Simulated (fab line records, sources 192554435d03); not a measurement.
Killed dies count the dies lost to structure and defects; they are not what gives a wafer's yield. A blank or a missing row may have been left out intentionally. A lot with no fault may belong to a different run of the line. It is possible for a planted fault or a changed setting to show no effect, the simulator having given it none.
The tool behind it: which one? || flow n5-finfet || 24 lots with 72 wafers sampled at 3 steps, on a route of 1938 steps

## WHAT THE GAUGES SHOWED, per wafer
N5_DUMMY_GATE_CD_MEAS_15 targets a cd of 25.8 nm.
{"lot": "L074", "measured": "day 2 22:10", "on": "cd-sem-03", "cd-nm (nm)": "24.98 24.67 25.06"}
{"lot": "L075", "measured": "day 3 03:49", "on": "cd-sem-03", "cd-nm (nm)": "25.30 25.02 25.12"}
{"lot": "L076", "measured": "day 3 09:56", "on": "cd-sem-03", "cd-nm (nm)": "24.96 25.39 24.67"}
{"lot": "L077", "measured": "day 3 15:30", "on": "cd-sem-03", "cd-nm (nm)": "25.25 25.31 25.02"}
{"lot": "L078", "measured": "day 4 01:11", "on": "cd-sem-01", "cd-nm (nm)": "24.89 24.96 24.93"}
{"lot": "L079", "measured": "day 4 05:04", "on": "cd-sem-01", "cd-nm (nm)": "25.02 24.98 25.26"}
{"lot": "L080", "measured": "day 4 12:13", "on": "cd-sem-01", "cd-nm (nm)": "25.08 25.10 25.03"}
{"lot": "L081", "measured": "day 4 17:19", "on": "cd-sem-01", "cd-nm (nm)": "25.36 24.79 25.45"}
{"lot": "L082", "measured": "day 4 21:10", "on": "cd-sem-01", "cd-nm (nm)": "25.12 24.90 25.00"}
{"lot": "L083", "measured": "day 5 03:14", "on": "cd-sem-02", "cd-nm (nm)": "25.16 25.40 25.34"}
{"lot": "L084", "measured": "day 5 13:07", "on": "cd-sem-03", "cd-nm (nm)": "24.85 24.60 24.55"}
{"lot": "L085", "measured": "day 5 18:59", "on": "cd-sem-01", "cd-nm (nm)": "25.18 25.21 24.91"}
{"lot": "L086", "measured": "day 5 23:29", "on": "cd-sem-01", "cd-nm (nm)": "24.63 24.97 25.14"}
{"lot": "L087", "measured": "day 6 02:46", "on": "cd-sem-02", "cd-nm (nm)": "25.34 25.35 25.20"}
{"lot": "L088", "measured": "day 6 08:26", "on": "cd-sem-01", "cd-nm (nm)": "25.03 25.24 25.24"}
{"lot": "L089", "measured": "day 6 15:04", "on": "cd-sem-02", "cd-nm (nm)": "25.47 25.03 25.38"}
{"lot": "L090", "measured": "day 6 23:25", "on": "cd-sem-02", "cd-nm (nm)": "25.41 25.68 24.95"}
{"lot": "L091", "measured": "day 7 05:18", "on": "cd-sem-01", "cd-nm (nm)": "24.94 24.66 25.19"}
{"lot": "L092", "measured": "day 7 10:27", "on": "cd-sem-03", "cd-nm (nm)": "25.37 25.01 24.89"}
{"lot": "L093", "measured": "day 7 16:31", "on": "cd-sem-01", "cd-nm (nm)": "25.07 25.62 25.31"}
{"lot": "L094", "measured": "day 8 00:19", "on": "cd-sem-03", "cd-nm (nm)": "24.87 25.10 25.48"}
{"lot": "L095", "measured": "day 8 03:19", "on": "cd-sem-01", "cd-nm (nm)": "24.64 24.45 24.89"}
{"lot": "L096", "measured": "day 8 09:54", "on": "cd-sem-02", "cd-nm (nm)": "25.09 25.02 24.99"}
{"lot": "L097", "measured": "day 8 15:44", "on": "cd-sem-03", "cd-nm (nm)": "25.25 25.28 25.08"}

N5_SD_EPI_N_INSPECT_11: inspects for defects (macro).
{"lot": "L074", "measured": "day 3 00:40", "on": "defect-inspect-01", "raw-defect-count": "2 4 2"}
{"lot": "L075", "measured": "day 3 06:21", "on": "defect-inspect-02", "raw-defect-count": "2 3 1"}
{"lot": "L076", "measured": "day 3 13:22", "on": "defect-inspect-02", "raw-defect-count": "3 1 2"}
{"lot": "L077", "measured": "day 3 17:50", "on": "defect-inspect-01", "raw-defect-count": "3 0 3"}
{"lot": "L078", "measured": "day 4 03:24", "on": "defect-inspect-01", "raw-defect-count": "1 6 1"}
{"lot": "L079", "measured": "day 4 08:50", "on": "defect-inspect-01", "raw-defect-count": "3 3 1"}
{"lot": "L080", "measured": "day 4 14:55", "on": "defect-inspect-01", "raw-defect-count": "6 3 3"}
{"lot": "L081", "measured": "day 4 19:58", "on": "defect-inspect-02", "raw-defect-count": "2 0 1"}
{"lot": "L082", "measured": "day 4 23:22", "on": "defect-inspect-02", "raw-defect-count": "1 4 3"}
{"lot": "L083", "measured": "day 5 05:35", "on": "defect-inspect-02", "raw-defect-count": "3 3 3"}
{"lot": "L084", "measured": "day 5 15:28", "on": "defect-inspect-02", "raw-defect-count": "2 2 1"}
{"lot": "L085", "measured": "day 5 21:40", "on": "defect-inspect-02", "raw-defect-count": "1 1 2"}
{"lot": "L086", "measured": "day 6 01:50", "on": "defect-inspect-01", "raw-defect-count": "0 2 2"}
{"lot": "L087", "measured": "day 6 05:06", "on": "defect-inspect-01", "raw-defect-count": "3 4 2"}
{"lot": "L088", "measured": "day 6 10:50", "on": "defect-inspect-02", "raw-defect-count": "4 3 3"}
{"lot": "L089", "measured": "day 6 17:57", "on": "defect-inspect-02", "raw-defect-count": "1 3 1"}
{"lot": "L090", "measured": "day 7 01:45", "on": "defect-inspect-02", "raw-defect-count": "1 2 1"}
{"lot": "L091", "measured": "day 7 07:50", "on": "defect-inspect-02", "raw-defect-count": "1 2 3"}
{"lot": "L092", "measured": "day 7 13:55", "on": "defect-inspect-01", "raw-defect-count": "2 4 1"}
{"lot": "L093", "measured": "day 7 18:55", "on": "defect-inspect-01", "raw-defect-count": "3 1 5"}
{"lot": "L094", "measured": "day 8 03:13", "on": "defect-inspect-01", "raw-defect-count": "3 3 2"}
{"lot": "L095", "measured": "day 8 06:25", "on": "defect-inspect-02", "raw-defect-count": "3 6 2"}
{"lot": "L096", "measured": "day 8 13:03", "on": "defect-inspect-02", "raw-defect-count": "0 3 1"}
{"lot": "L097", "measured": "day 8 19:34", "on": "defect-inspect-02", "raw-defect-count": "1 1 1"}

## WHAT TOOL EACH LOT RAN ON (gives the tool, then ch and the chambers of the sampled wafers, and finally the start)
{"lot": "L074", "N5_DUMMY_GATE_STRIP_40": "rie-diel-05 ch 1,3, day 2 22:37"}
{"lot": "L075", "N5_DUMMY_GATE_STRIP_40": "rie-diel-02 ch 0,1,2, day 3 04:16"}
{"lot": "L076", "N5_DUMMY_GATE_STRIP_40": "rie-diel-06 ch 1,2,3, day 3 10:23"}
{"lot": "L077", "N5_DUMMY_GATE_STRIP_40": "rie-diel-02 ch 0,1, day 3 15:58"}
{"lot": "L078", "N5_DUMMY_GATE_STRIP_40": "rie-diel-06 ch 0,2, day 4 01:38"}
{"lot": "L079", "N5_DUMMY_GATE_STRIP_40": "rie-diel-02 ch 0,1, day 4 05:34"}
{"lot": "L080", "N5_DUMMY_GATE_STRIP_40": "rie-diel-06 ch 1,3, day 4 12:40"}
{"lot": "L081", "N5_DUMMY_GATE_STRIP_40": "rie-diel-06 ch 2,3, day 4 17:46"}
{"lot": "L082", "N5_DUMMY_GATE_STRIP_40": "rie-diel-02 ch 0,2, day 4 21:37"}
{"lot": "L083", "N5_DUMMY_GATE_STRIP_40": "rie-diel-06 ch 0,1,2, day 5 03:41"}
{"lot": "L084", "N5_DUMMY_GATE_STRIP_40": "rie-diel-02 ch 1,2,3, day 5 13:34"}
{"lot": "L085", "N5_DUMMY_GATE_STRIP_40": "rie-diel-02 ch 1,2,3, day 5 19:47"}
{"lot": "L086", "N5_DUMMY_GATE_STRIP_40": "rie-diel-02 ch 1,2,3, day 5 23:56"}
{"lot": "L087", "N5_DUMMY_GATE_STRIP_40": "rie-diel-02 ch 0,1,3, day 6 03:13"}
{"lot": "L088", "N5_DUMMY_GATE_STRIP_40": "rie-diel-02 ch 0,1,3, day 6 08:54"}
{"lot": "L089", "N5_DUMMY_GATE_STRIP_40": "rie-diel-05 ch 1,2,3, day 6 15:41"}
{"lot": "L090", "N5_DUMMY_GATE_STRIP_40": "rie-diel-02 ch 2,3, day 6 23:52"}
{"lot": "L091", "N5_DUMMY_GATE_STRIP_40": "rie-diel-06 ch 1,2, day 7 05:56"}
{"lot": "L092", "N5_DUMMY_GATE_STRIP_40": "rie-diel-05 ch 0,1,2, day 7 11:02"}
{"lot": "L093", "N5_DUMMY_GATE_STRIP_40": "rie-diel-05 ch 0,1,2, day 7 16:58"}
{"lot": "L094", "N5_DUMMY_GATE_STRIP_40": "rie-diel-06 ch 1,2, day 8 00:54"}
{"lot": "L095", "N5_DUMMY_GATE_STRIP_40": "rie-diel-06 ch 0,2, day 8 04:09"}
{"lot": "L096", "N5_DUMMY_GATE_STRIP_40": "rie-diel-06 ch 0,2, day 8 11:08"}
{"lot": "L097", "N5_DUMMY_GATE_STRIP_40": "rie-diel-06 ch 1,2,3, day 8 17:18"}
- N5_DUMMY_GATE_STRIP_40: strips in CF4.

## WHAT THE TOOLS THEMSELVES READ (means of the sampled wafers that have a number; where no wafer has one, the mark that the record gives instead)
N5_DUMMY_GATE_STRIP_40.
{"lot": "L074", "tool": "rie-diel-05", "drypump-motor-current-A (A)": 5.6, "oes-product-au (a.u.)": 0.74, "rf-vpp-V (V)": 272.1, "showerhead-plenum-p-Torr (Torr)": 1.81, "throttle-valve-pct (%)": 13.62}
{"lot": "L075", "tool": "rie-diel-02", "drypump-motor-current-A (A)": 5.4, "oes-product-au (a.u.)": 0.76, "rf-vpp-V (V)": 272.1, "showerhead-plenum-p-Torr (Torr)": 1.82, "throttle-valve-pct (%)": 13.67}
{"lot": "L076", "tool": "rie-diel-06", "drypump-motor-current-A (A)": 5.7, "oes-product-au (a.u.)": 0.76, "rf-vpp-V (V)": 272.2, "showerhead-plenum-p-Torr (Torr)": 1.84, "throttle-valve-pct (%)": 13.54}
{"lot": "L077", "tool": "rie-diel-02", "drypump-motor-current-A (A)": 5.3, "oes-product-au (a.u.)": 0.76, "rf-vpp-V (V)": 269.9, "showerhead-plenum-p-Torr (Torr)": 1.77, "throttle-valve-pct (%)": 13.79}
{"lot": "L078", "tool": "rie-diel-06", "drypump-motor-current-A (A)": 5.6, "oes-product-au (a.u.)": 0.75, "rf-vpp-V (V)": 271.9, "showerhead-plenum-p-Torr (Torr)": 1.80, "throttle-valve-pct (%)": 13.61}
{"lot": "L079", "tool": "rie-diel-02", "drypump-motor-current-A (A)": 5.9, "oes-product-au (a.u.)": 0.79, "rf-vpp-V (V)": 273.3, "showerhead-plenum-p-Torr (Torr)": 1.83, "throttle-valve-pct (%)": 13.61}
{"lot": "L080", "tool": "rie-diel-06", "drypump-motor-current-A (A)": 5.8, "oes-product-au (a.u.)": 0.74, "rf-vpp-V (V)": 273.0, "showerhead-plenum-p-Torr (Torr)": 1.85, "throttle-valve-pct (%)": 13.62}
{"lot": "L081", "tool": "rie-diel-06", "drypump-motor-current-A (A)": 5.7, "oes-product-au (a.u.)": 0.71, "rf-vpp-V (V)": 271.4, "showerhead-plenum-p-Torr (Torr)": 1.81, "throttle-valve-pct (%)": 13.67}
{"lot": "L082", "tool": "rie-diel-02", "drypump-motor-current-A (A)": 4.9, "oes-product-au (a.u.)": 0.71, "rf-vpp-V (V)": 270.3, "showerhead-plenum-p-Torr (Torr)": 1.75, "throttle-valve-pct (%)": 13.87}
{"lot": "L083", "tool": "rie-diel-06", "drypump-motor-current-A (A)": 5.6, "oes-product-au (a.u.)": 0.79, "rf-vpp-V (V)": 271.1, "showerhead-plenum-p-Torr (Torr)": 1.83, "throttle-valve-pct (%)": 13.51}
{"lot": "L084", "tool": "rie-diel-02", "drypump-motor-current-A (A)": 5.7, "oes-product-au (a.u.)": 0.81, "rf-vpp-V (V)": 272.1, "showerhead-plenum-p-Torr (Torr)": 1.84, "throttle-valve-pct (%)": 13.63}
{"lot": "L085", "tool": "rie-diel-02", "drypump-motor-current-A (A)": 5.7, "oes-product-au (a.u.)": 0.80, "rf-vpp-V (V)": 271.7, "showerhead-plenum-p-Torr (Torr)": 1.84, "throttle-valve-pct (%)": 13.64}
{"lot": "L086", "tool": "rie-diel-02", "drypump-motor-current-A (A)": 5.7, "oes-product-au (a.u.)": 0.81, "rf-vpp-V (V)": 271.6, "showerhead-plenum-p-Torr (Torr)": 1.84, "throttle-valve-pct (%)": 13.62}
{"lot": "L087", "tool": "rie-diel-02", "drypump-motor-current-A (A)": 5.6, "oes-product-au (a.u.)": 0.79, "rf-vpp-V (V)": 270.2, "showerhead-plenum-p-Torr (Torr)": 1.78, "throttle-valve-pct (%)": 13.74}
{"lot": "L088", "tool": "rie-diel-02", "drypump-motor-current-A (A)": 5.6, "oes-product-au (a.u.)": 0.80, "rf-vpp-V (V)": 271.1, "showerhead-plenum-p-Torr (Torr)": 1.78, "throttle-valve-pct (%)": 13.75}
{"lot": "L089", "tool": "rie-diel-05", "drypump-motor-current-A (A)": 5.8, "oes-product-au (a.u.)": 0.76, "rf-vpp-V (V)": 272.4, "showerhead-plenum-p-Torr (Torr)": 1.82, "throttle-valve-pct (%)": 13.54}
{"lot": "L090", "tool": "rie-diel-02", "drypump-motor-current-A (A)": 5.2, "oes-product-au (a.u.)": 0.77, "rf-vpp-V (V)": 271.7, "showerhead-plenum-p-Torr (Torr)": 1.83, "throttle-valve-pct (%)": 13.72}
{"lot": "L091", "tool": "rie-diel-06", "drypump-motor-current-A (A)": 5.5, "oes-product-au (a.u.)": 0.80, "rf-vpp-V (V)": 271.2, "showerhead-plenum-p-Torr (Torr)": 1.86, "throttle-valve-pct (%)": 13.38}
{"lot": "L092", "tool": "rie-diel-05", "drypump-motor-current-A (A)": 5.6, "oes-product-au (a.u.)": 0.75, "rf-vpp-V (V)": 271.7, "showerhead-plenum-p-Torr (Torr)": 1.83, "throttle-valve-pct (%)": 13.66}
{"lot": "L093", "tool": "rie-diel-05", "drypump-motor-current-A (A)": 5.6, "oes-product-au (a.u.)": 0.74, "rf-vpp-V (V)": 272.3, "showerhead-plenum-p-Torr (Torr)": 1.83, "throttle-valve-pct (%)": 13.65}
{"lot": "L094", "tool": "rie-diel-06", "drypump-motor-current-A (A)": 5.6, "oes-product-au (a.u.)": 0.76, "rf-vpp-V (V)": 272.7, "showerhead-plenum-p-Torr (Torr)": 1.82, "throttle-valve-pct (%)": 13.51}
{"lot": "L095", "tool": "rie-diel-06", "drypump-motor-current-A (A)": 5.7, "oes-product-au (a.u.)": 0.76, "rf-vpp-V (V)": 271.2, "showerhead-plenum-p-Torr (Torr)": 1.79, "throttle-valve-pct (%)": 13.70}
{"lot": "L096", "tool": "rie-diel-06", "drypump-motor-current-A (A)": 5.7, "oes-product-au (a.u.)": 0.75, "rf-vpp-V (V)": 270.9, "showerhead-plenum-p-Torr (Torr)": 1.79, "throttle-valve-pct (%)": 13.71}
{"lot": "L097", "tool": "rie-diel-06", "drypump-motor-current-A (A)": 5.7, "oes-product-au (a.u.)": 0.83, "rf-vpp-V (V)": 272.5, "showerhead-plenum-p-Torr (Torr)": 1.83, "throttle-valve-pct (%)": 13.40}

## THE ANSWER, worked out from the rows above alone
Rule: what is usual is taken from the lots themselves. The widest of any qualifying gaps counts: lots, ordered by their means at a reading, are off when they make up no more than a third of the lots, leave a main group of 4 or more, and stand apart from it by 3 or more times the standard deviation of that group's means. A main group is skipped when, at the precision printed for the reading in the tables above, its means are all equal. A lot without any number at a reading at which 4 lots or more have one is off too. The other lots that the step has rows for count as sound. After the gauges, taken in route order, come the tools' own readings; for these a lot's mean is taken, as printed above. The first step at which some lot is off is used, and at that step the reading that is off furthest; a lot without a number counts as furthest.
Across all readings shown, no lot is off: no conclusion can be drawn from this.

## WHAT THE SIMULATOR HAD INSERTED
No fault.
